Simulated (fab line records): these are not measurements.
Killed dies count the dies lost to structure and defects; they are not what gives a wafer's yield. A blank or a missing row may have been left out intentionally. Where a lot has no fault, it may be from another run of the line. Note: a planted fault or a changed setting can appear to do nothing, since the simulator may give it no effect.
fab line records	flow n5Finfet
record: lots: 6	wafers: 18	lastDay: 19
route steps=1938 shown FIN_SAQP@96
lots with no fault: from the same line, run without faults
startH: hours from the record's first day to the start of the lot's first wafer shown	waitH: hours elapsed since this lot's preceding step	" identical to the entry in the row above	L1.1+2: one row covering several wafers at once	- no value present, or no start provided	* or withheld: withheld	< > ~ a bound
route shown NAME@n: NAME is a module with steps in the file, n the number in the route of the first one	usual: the fault-free wafers' mean and standard deviation	same: alike in all rows	chamber/n: place in a boat	sites: per-site readings	_std_site: standard deviation of those values	_edge_site: the outer-site mean with the inner-site mean subtracted	radiusMm: for every site, how far away it sits from the centre of the wafer	mask NAME#n: copy n	behind: the tool/chamber that last shaped the wafer	hold: what put the lot on hold/how long, in hours/how the hold closed	device: names the non-switching transistor (n, p or np)	end of line: tests of these same wafers at the route's end	for a step that has no rows: nothing shown but its recipe	killed: dies lost to structure and defects at the first sort, not the wafer's yield	map: per-die view of a wafer (x killed, . not killed, _ where there is no die)
set.NAME: the run value of the setting; set.NAME@STEP: its run value at that earlier step	model.NAME: the simulator's own value behind a step, which no gauge read
certain route steps with their lots: each step a table, each wafer a row
services: from which hour (startH, from the record's first day; less than 0 if before it) a tool's chamber was out of use, for how many hours, and why
== steps ==
step: N5_FIN_SAQP_HM_DEP_03
recipe: material: SiNx	targetThkA: 380	tempC: 400	precursor: SiH4/NH3/N2	pressureTorr: 1.5	rfW: 300	timeS: 33.6
usual: heaterPowerW: 819/76	showerheadPlenumPTorr: 5.12/0.064	throttleValvePct: 40.1/1.7
lot.wafer	tool	chamber	startH	waitH	heaterPowerW	showerheadPlenumPTorr	throttleValvePct
L442.1	pecvd-04	0	45.23	0.2	896	5.04	37.8
L442.4	"	2	"	"	867	5.22	38.4
L442.5	"	0	"	"	892	5.05	37.8
L443.2	pecvd-04	0	52.23	0.2	924	5.05	37.7
L443.5	"	0	"	"	906	5.05	38.1
L443.6	"	1	"	"	764	5.09	42.8
L455.1	pecvd-04	2	123.29	0.2	726	5.22	38.2
L455.2	"	0	"	"	917	5.05	37.8
L455.3	"	1	"	"	778	5.08	42.4
L456.2	pecvd-01	1	129.64	0.2	674	5.22	38.2
L456.4	"	0	"	"	847	5.10	40.3
L456.5	"	1	"	"	663	5.22	38.0
L457.1	pecvd-01	0	137.11	0.2	827	5.10	40.0
L457.3	"	2	"	"	730	5.09	40.0
L457.5	"	2	"	"	724	5.10	40.0
L459.3	pecvd-01	1	146.71	0.1	722	5.22	38.2
L459.5	"	2	"	"	692	5.09	39.8
L459.6	"	1	"	"	742	5.23	38.3
step: N5_FIN_SAQP_THK_MEAS_05
usual: thkNm: 38.1/0.59
lot.wafer	tool	chamber	startH	waitH	thkNm
L442.1	filmMetro-01	-	45.31	0.1	36.9
L442.4	"	-	"	"	38.6
L442.5	"	-	"	"	37.8
L443.2	filmMetro-02	-	52.32	0.1	37.1
L443.5	"	-	"	"	37.5
L443.6	"	-	"	"	37.8
L455.1	filmMetro-01	-	123.38	0.1	37.8
L455.2	"	-	"	"	37.4
L455.3	"	-	"	"	36.9
L456.2	filmMetro-01	-	129.73	0.1	38.5
L456.4	"	-	"	"	38.3
L456.5	"	-	"	"	39.1
L457.1	filmMetro-01	-	137.19	0.1	37.2
L457.3	"	-	"	"	37.8
L457.5	"	-	"	"	38.7
L459.3	filmMetro-02	-	146.80	0.1	38.6
L459.5	"	-	"	"	38.8
L459.6	"	-	"	"	38.7
step: N5_FIN_SAQP_PECVD_47
recipe: material: a-Si	targetThkA: 450	tempC: 400	precursor: SiH4/He	pressureTorr: 3	rfW: 100	timeS: 36.3
usual: heaterPowerW: 881/77	showerheadPlenumPTorr: 5.65/0.044	throttleValvePct: 18.4/0.76
lot.wafer	tool	chamber	startH	waitH	heaterPowerW	showerheadPlenumPTorr	throttleValvePct
L442.1	pecvd-03	0	45.35	0.0	1009	5.63	18.8
L442.4	"	2	"	"	843	5.69	18.1
L442.5	"	0	"	"	985	5.64	18.5
L443.2	pecvd-03	1	52.36	0.0	965	5.60	19.5
L443.5	"	1	"	"	955	5.60	19.2
L443.6	"	0	"	"	957	5.64	18.8
L455.1	pecvd-04	1	123.41	0.0	772	5.63	19.3
L455.2	"	0	"	"	913	5.60	17.3
L455.3	"	2	"	"	917	5.72	17.7
L456.2	pecvd-03	2	129.76	0.0	991	5.69	18.5
L456.4	"	2	"	"	1001	5.70	18.3
L456.5	"	0	"	"	879	5.64	18.9
L457.1	pecvd-03	0	137.23	0.0	855	5.62	19.1
L457.3	"	2	"	"	904	5.69	18.2
L457.5	"	0	"	"	872	5.64	19.0
L459.3	pecvd-03	1	146.84	0.0	913	5.59	19.3
L459.5	"	1	"	"	902	5.59	19.5
L459.6	"	0	"	"	986	5.65	19.0
step: N5_FIN_SAQP_PECVD_48
recipe: material: SiNx	targetThkA: 250	tempC: 400	precursor: SiH4/NH3/N2	pressureTorr: 1.5	rfW: 300	timeS: 22.1
usual: heaterPowerW: 820/79	showerheadPlenumPTorr: 5.11/0.062	throttleValvePct: 40.4/1.7
lot.wafer	tool	chamber	startH	waitH	heaterPowerW	showerheadPlenumPTorr	throttleValvePct
L442.1	pecvd-03	0	45.39	0.0	933	5.11	41.0
L442.4	"	2	"	"	911	5.17	40.1
L442.5	"	0	"	"	915	5.10	40.9
L443.2	pecvd-03	1	52.42	0.0	842	5.06	42.5
L443.5	"	1	"	"	826	5.05	42.7
L443.6	"	0	"	"	878	5.10	41.0
L455.1	pecvd-04	1	123.46	0.0	812	5.08	42.6
L455.2	"	0	"	"	890	5.05	37.7
L455.3	"	2	"	"	814	5.22	38.5
L456.2	pecvd-03	2	129.80	0.0	859	5.15	40.2
L456.4	"	2	"	"	859	5.16	40.1
L456.5	"	0	"	"	878	5.09	41.9
L457.1	pecvd-03	0	137.27	0.0	801	5.09	41.5
L457.3	"	2	"	"	897	5.15	40.4
L457.5	"	0	"	"	808	5.10	41.6
L459.3	pecvd-03	1	146.88	0.0	849	5.04	42.3
L459.5	"	1	"	"	865	5.04	42.6
L459.6	"	0	"	"	802	5.09	41.6
step: N5_FIN_SAQP_PECVD_06
recipe: material: a-Si	targetThkA: 600	tempC: 400	precursor: SiH4/He	pressureTorr: 3	rfW: 100	timeS: 48.1
usual: heaterPowerW: 898/74	showerheadPlenumPTorr: 5.65/0.047	throttleValvePct: 18.4/0.76
lot.wafer	tool	chamber	startH	waitH	heaterPowerW	showerheadPlenumPTorr	throttleValvePct
L442.1	pecvd-03	0	45.43	0.0	904	5.64	18.4
L442.4	"	2	"	"	940	5.68	18.3
L442.5	"	0	"	"	913	5.65	18.7
L443.2	pecvd-03	1	52.48	0.0	927	5.59	19.4
L443.5	"	1	"	"	933	5.59	19.4
L443.6	"	0	"	"	988	5.63	18.8
L455.1	pecvd-04	1	123.50	0.0	880	5.63	19.7
L455.2	"	0	"	"	980	5.60	17.2
L455.3	"	2	"	"	927	5.72	17.6
L456.2	pecvd-03	2	129.84	0.0	996	5.68	18.3
L456.4	"	2	"	"	826	5.68	18.3
L456.5	"	0	"	"	970	5.64	18.9
L457.1	pecvd-03	0	137.31	0.0	985	5.63	19.0
L457.3	"	2	"	"	843	5.69	18.1
L457.5	"	0	"	"	976	5.63	18.9
L459.3	pecvd-03	1	146.92	0.0	961	5.60	19.2
L459.5	"	1	"	"	921	5.60	19.3
L459.6	"	0	"	"	934	5.64	19.1
step: N5_FIN_SAQP_THK_MEAS_07
usual: thkNm: 60.0/0.8
lot.wafer	tool	chamber	startH	waitH	thkNm
L442.1	filmMetro-02	-	45.52	0.1	59.0
L442.4	"	-	"	"	60.8
L442.5	"	-	"	"	59.3
L443.2	filmMetro-01	-	52.59	0.1	60.2
L443.5	"	-	"	"	60.9
L443.6	"	-	"	"	59.6
L455.1	filmMetro-01	-	123.58	0.1	59.4
L455.2	"	-	"	"	59.1
L455.3	"	-	"	"	59.2
L456.2	filmMetro-02	-	129.93	0.1	61.0
L456.4	"	-	"	"	60.6
L456.5	"	-	"	"	60.5
L457.1	filmMetro-02	-	137.40	0.1	59.3
L457.3	"	-	"	"	59.7
L457.5	"	-	"	"	59.9
L459.3	filmMetro-02	-	147.02	0.1	58.9
L459.5	"	-	"	"	60.8
L459.6	"	-	"	"	59.7
step: N5_FIN_SAQP_HM_DEP_72
recipe: material: SiO2	targetThkA: 120	tempC: 400	precursor: SiH4/N2O	pressureTorr: 0.75	rfW: 275	timeS: 7.2
usual: heaterPowerW: 799/79	showerheadPlenumPTorr: 8.11/0.13
lot.wafer	tool	chamber	startH	waitH	heaterPowerW	showerheadPlenumPTorr
L442.1	pecvd-04	0	45.56	0.0	789	7.97
L442.4	"	1	"	"	737	8.00
L442.5	"	0	"	"	781	7.98
L443.2	pecvd-01	1	52.63	0.0	628	8.29
L443.5	"	1	"	"	626	8.32
L443.6	"	0	"	"	800	8.07
L455.1	pecvd-03	1	123.62	0.0	870	7.94
L455.2	"	2	"	"	847	8.19
L455.3	"	0	"	"	911	8.07
L456.2	pecvd-04	1	129.97	0.0	704	8.03
L456.4	"	1	"	"	691	8.03
L456.5	"	2	"	"	759	8.32
L457.1	pecvd-04	0	137.44	0.0	808	7.95
L457.3	"	2	"	"	767	8.31
L457.5	"	1	"	"	737	8.02
L459.3	pecvd-03	0	147.06	0.0	823	8.06
L459.5	"	0	"	"	849	8.05
L459.6	"	1	"	"	851	7.97
step: N5_FIN_SAQP_COAT_49
recipe: resist: SOC	tempC: 250	timeS: 60	spinRpm: 1500	resistThkNm: 100
step: N5_FIN_SAQP_COAT_50
recipe: resist: SiARC	tempC: 220	timeS: 60	spinRpm: 1500	resistThkNm: 35
step: N5_FIN_SAQP_COAT_10
recipe: resist: CAR-ArF	spinRpm: 1500	resistThkNm: 90
step: N5_FIN_SAQP_EBR_12
recipe: solvent: PGMEA	ebrWidthMm: 1.5
step: N5_FIN_SAQP_SOFTBAKE_11
recipe: tempC: 110	timeS: 60	resist: CAR-ArF
step: N5_FIN_SAQP_EXPOSE_13
recipe: maskId: FIN_CORE	na: 1.35	sourceShape: dipole	sigmaInner: 0.538	sigmaOuter: 0.738	polarization: te	targetCdNm: 35.6	doseMj: 63.25
usual: dipoleOpeningDeg: 40/0	exposureDoseMJCm2: 63.23/0.068	reticleTempC: 23.02/0.097
lot.wafer	tool	chamber	startH	waitH	mask	dipoleOpeningDeg	exposureDoseMJCm2	reticleTempC
L442.1	arfiScanner-02	0	45.75	-	FIN_CORE#0	40	63.18	22.98
L442.4	"	0	"	"	FIN_CORE#0	40	63.27	22.91
L442.5	"	0	"	"	FIN_CORE#0	40	63.24	23.06
L443.2	arfiScanner-02	0	52.83	-	FIN_CORE#0	40	63.23	23.10
L443.5	"	0	"	"	FIN_CORE#0	40	63.23	23.04
L443.6	"	0	"	"	FIN_CORE#0	40	63.20	23.00
L455.1	arfiScanner-02	-	123.94	-	FIN_CORE#0	-	-	-
L455.2	"	-	"	"	FIN_CORE#0	-	-	-
L455.3	"	-	"	"	FIN_CORE#0	-	-	-
L456.2	arfiScanner-03	-	130.30	-	FIN_CORE#0	-	-	-
L456.4	"	-	"	"	FIN_CORE#0	-	-	-
L456.5	"	-	"	"	FIN_CORE#0	-	-	-
L457.1	arfiScanner-02	0	137.76	-	FIN_CORE#0	40	63.30	23.21
L457.3	"	0	"	"	FIN_CORE#0	40	63.33	23.13
L457.5	"	0	"	"	FIN_CORE#0	40	63.25	23.06
L459.3	arfiScanner-02	0	147.39	-	FIN_CORE#0	40	63.20	22.97
L459.5	"	0	"	"	FIN_CORE#0	40	63.22	23.02
L459.6	"	0	"	"	FIN_CORE#0	40	63.19	23.12
step: N5_FIN_SAQP_PEB_14
recipe: pebTempC: withheld	pebTimeS: 60	resist: CAR-ArF
== services ==
tool	chamber	startH	hours	kind
pecvd-04	0	21.97	22.3	repair
pecvd-03	1	30.14	2.1	scheduledDown
arfiScanner-02	-	35.74	2.4	repair
arfiScanner-03	-	43.47	4.9	pm
pecvd-03	2	51.99	5.5	scheduledDown
pecvd-03	1	57.45	5.5	scheduledDown
arfiScanner-02	-	77.51	1.5	pm
pecvd-01	2	85.10	4.3	repair
arfiScanner-03	-	86.21	1.3	pm
pecvd-04	2	88.35	5.4	repair
arfiScanner-02	0	105.22	-	calibration
pecvd-04	2	113.51	2.1	scheduledDown
arfiScanner-03	-	115.00	1.0	pm
arfiScanner-03	-	118.32	9.4	repair
pecvd-03	0	118.90	2.1	scheduledDown
pecvd-04	-	142.47	6.0	pm
== key ==
firstSign: step: N5_FIN_SAQP_EXPOSE_13	reading: toolRecord	direction: missing
effect none on later readings
metAt N5_FIN_SAQP_EXPOSE_13
struckWafers L455.1,L455.2,L455.3,L456.2,L456.4,L456.5
rowsEnd L455.2
laterRowsLeftOut L455.1,L455.3,L456.2,L456.4,L456.5
sortLeftOut L455.1,L455.3,L456.2,L456.4,L456.5
onsetBetween 52.83 123.94
fault: kind: skippedStepWhole	tool: arfiScanner-02,arfiScanner-03	chamber: -	onsetH: 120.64	steps: N5_FIN_SAQP_EXPOSE_13	scope: struckLotsOnly
sortLeftOut: the simulated sort isn't trusted on such a fault, so these wafers' sort isn't shown, and their yield isn't known
laterRowsLeftOut: the simulator's readings of these wafers behind a module that went badly wrong aren't trusted and aren't shown, but for the sort
rowsEnd: these wafers met a further fault down the route, and their rows from its step on are left out
